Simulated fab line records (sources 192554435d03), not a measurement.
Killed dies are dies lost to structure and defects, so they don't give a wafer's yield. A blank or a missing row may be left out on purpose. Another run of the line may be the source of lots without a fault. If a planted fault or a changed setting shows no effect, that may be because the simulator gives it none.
Comparing a struck lot with a sound one    flow n5_finfet    36 steps out of a route of 1938
Sound: the wafers L510.4, L510.5, L510.6. Struck: wafer L502.1. (L502.3 of the same lot was not struck and is left out.) The cause comes at the end.
At each step with rows: each side's tool, then ch and its chambers, then its first start. Under that, the readings that differ: sound wafers    struck wafers    difference of the means    sigmas: that difference in standard deviations of wafers without a fault.
alike: words and numbers the same on both sides, and readings whose means are apart by under 2 such deviations; not compared: readings that were withheld, readings missing a value for some wafer, numbers with overlapping values and no deviation given by the record, and bounds like >300 which may hide the same value.
A row with sigmas, a row that says differs or no value, or rows on one side alone: a step with any of these is where the two part. Non-overlapping numbers with no deviation appear without sigmas and do not part them. A reading that every wafer of one side lacks parts them only if that side has two wafers or more.

first, 9 steps without rows for these wafers: N5_SD_EPI_N_DEVELOP_08 (develop time 30 s); N5_SD_EPI_N_DESCUM_14 (chemistry O2, time 7.9 s); N5_SD_EPI_N_ETCH_34 (etches SiARC in CF4, target depth 45.5 nm, time 75.8 s); N5_SD_EPI_N_ETCH_35 (etches SOC in N2/H2, overetch 108 nm, time 486 s); N5_SD_EPI_N_STRIP_36 (strips in N2/H2); N5_SD_EPI_N_ETCHBACK_44 (etches SiNx in CH3F/O2, stops on SiO2, target depth 14.5 nm); N5_SD_EPI_N_ETCH_45 (etches SiOCN in CH3F/O2, target depth 6 nm); N5_SD_EPI_N_ETCH_16 (etches SiO2 in CHF3/O2, target depth 5 nm); N5_SD_EPI_N_STRIP_47 (strips in CHF3/O2).
N5_SD_EPI_N_SD_RECESS_17: chemistry HBr/Cl2/O2, target depth 41 nm, time 23.7 s, bt time 3 s.
  sound on rie_si-01 ch 0,3, day 7 13:48; struck on rie_si-03 ch 3, day 5 13:29
reading                                  sound              struck  difference  sigmas
model.etch.depth_nm (nm)                 41.54 41.81 42.08  26.34   -15.47      
model.SD_EPI_N.feature_depth_nm (nm)     41.6 41.8 42       26.4    -15.4       
model.Si_of_WELL_APT_EPI_41.thk_nm (nm)  8.6 8 7.4          22      +14         
  alike: drypump_motor_current_A, he_backside_leak_sccm, mfc_cl2_sccm, oes_product_au, throttle_valve_pct
  not compared: rf_hours_counter_h
then, 2 steps without rows for these wafers: N5_SD_EPI_N_STRIP_38 (strips in N2/H2); N5_SD_EPI_N_WET_ETCH_43 (etches SiO2 in dHF, time 14 s, target depth 1.5 nm).
N5_SD_EPI_N_STRIP_18: strips in SPM, time 750 s.
  sound on wet_bench-04 ch 0,3,7, day 7 14:00; struck on wet_bench-02 ch 5, day 5 13:40
reading                                  sound        struck  difference  sigmas
model.Si_of_WELL_APT_EPI_41.thk_nm (nm)  8.2 7.8 7.2  21.8    +14.1       
then, 21 steps without rows for these wafers: N5_SD_EPI_N_SRD_20 (time 30 s); N5_SD_EPI_N_PRECLEAN_48 (cleans in NF3:NH3, afs cycles 2, time 20 s, sublimation time 60 s); N5_SD_EPI_N_VAPOR_ETCH_50 (etches Si in HCl, time 54 s); N5_SD_EPI_N_EPI_21 (deposits Si:P, time 690 s); N5_SD_EPI_N_PRECLEAN_24 (cleans in O3/DIW, time 60 s); N5_SD_EPI_N_SRD_25 (time 30 s); N5_SD_EPI_N_PRECLEAN_49 (cleans in NF3:NH3, afs cycles 1, time 20 s, sublimation time 60 s); N5_SD_EPI_N_LINER_46 (material SiNx, target thk 3 nm); N5_SD_EPI_P_COAT_34 (time 60 s, resist thk 350 nm); N5_SD_EPI_P_COAT_35 (time 60 s, resist thk 35 nm); N5_SD_EPI_P_COAT_03 (resist thk 150 nm); N5_SD_EPI_P_EBR_05; N5_SD_EPI_P_SOFTBAKE_04 (time 60 s); N5_SD_EPI_P_EXPOSE_06 (exposes mask SD P BLK, target cd 240 nm); N5_SD_EPI_P_PEB_07 (peb time 60 s); N5_SD_EPI_P_DEVELOP_08 (develop time 30 s); N5_SD_EPI_P_DESCUM_14 (chemistry O2, time 7.9 s); N5_SD_EPI_P_ETCH_36 (etches SiARC in CF4, target depth 45.5 nm, time 75.8 s); N5_SD_EPI_P_ETCH_37 (etches SOC in N2/H2, overetch 108 nm, time 486 s); N5_SD_EPI_P_STRIP_38 (strips in N2/H2); N5_SD_EPI_P_ETCHBACK_46 (etches SiNx in CH3F/O2, stops on SiO2, target depth 17.5 nm).
-- a jump in the record: the struck wafers' starts before and after are 6 days apart (it breaks off in module SD_EPI_P and resumes in module BEOL_M4, where the first step shown is number 1111 of the route) --
N5_BEOL_M4_RC_MEAS_101:
  sound on prober-01 ch 0, day 12 19:05; struck on prober-02 ch 0, day 11 14:23
reading              sound                      struck    difference  sigmas
CJ_N                 4.38 4.42 4.48             2.55      -1.88       -26
DIBL_N (mV/V)        37.4 37.8 37.0             31.7      -5.7        -4
IOFF_N (nA/um)       0.164 0.180 0.155          0.103     -0.063      -2
IOFF_N_LONG (nA/um)  5.38e-05 5.46e-05 5.5e-05  4.84e-05  -6.07e-06   -3
ION_N (uA/um)        691 690 674                556       -129        -13
REXT_N (ohm.um)      71.9 71.9 71.7             89.6      +17.8       +10
SS_N (mV/dec)        71.9 71.4 72.0             70.7      -1.1        -2
VT_N (mV)            245.5 244.9 251.6          258.2     +10.9       +4
VT_N_LVT (mV)        97.2 94.7 99.2             105.4     +8.4        +3
  alike: DIBL_P, IOFF_P, ION_P, SS_P, VT_P
-- here the record skips 4 days between the struck wafers' starts before and after, leaving off in module BEOL_M4 and picking up in module PASSIVATION (first step shown: number 1936 of the route) --
N5_PASSIVATION_PROBE_49:
  struck on prober-02, day 15 22:15; sound on prober-02, day 18 06:49
reading               sound           struck  difference  sigmas
killed_at_contacts    27 23 25        5       -20         -3
sort_bin_8_speed (%)  0 0 0           90.85   +90.85      
sort_n_pass           1053 1075 1056  0       -1061       -62
sort_yield_pct (%)    89.2 91.1 89.5  0       -90         -60
  alike: defect_limited_yield, killed_at_M0_to_M3, killed_at_M4_up, killed_at_front_end, killed_at_other, killed_dies, killed_open, killed_short, sort_bin_5_function, sort_bin_6_memory

== WHERE THEY PART ==
Last at N5_PASSIVATION_PROBE_49 as far as this record goes, first at N5_BEOL_M4_RC_MEAS_101.

WHY: what had been put in by the simulator
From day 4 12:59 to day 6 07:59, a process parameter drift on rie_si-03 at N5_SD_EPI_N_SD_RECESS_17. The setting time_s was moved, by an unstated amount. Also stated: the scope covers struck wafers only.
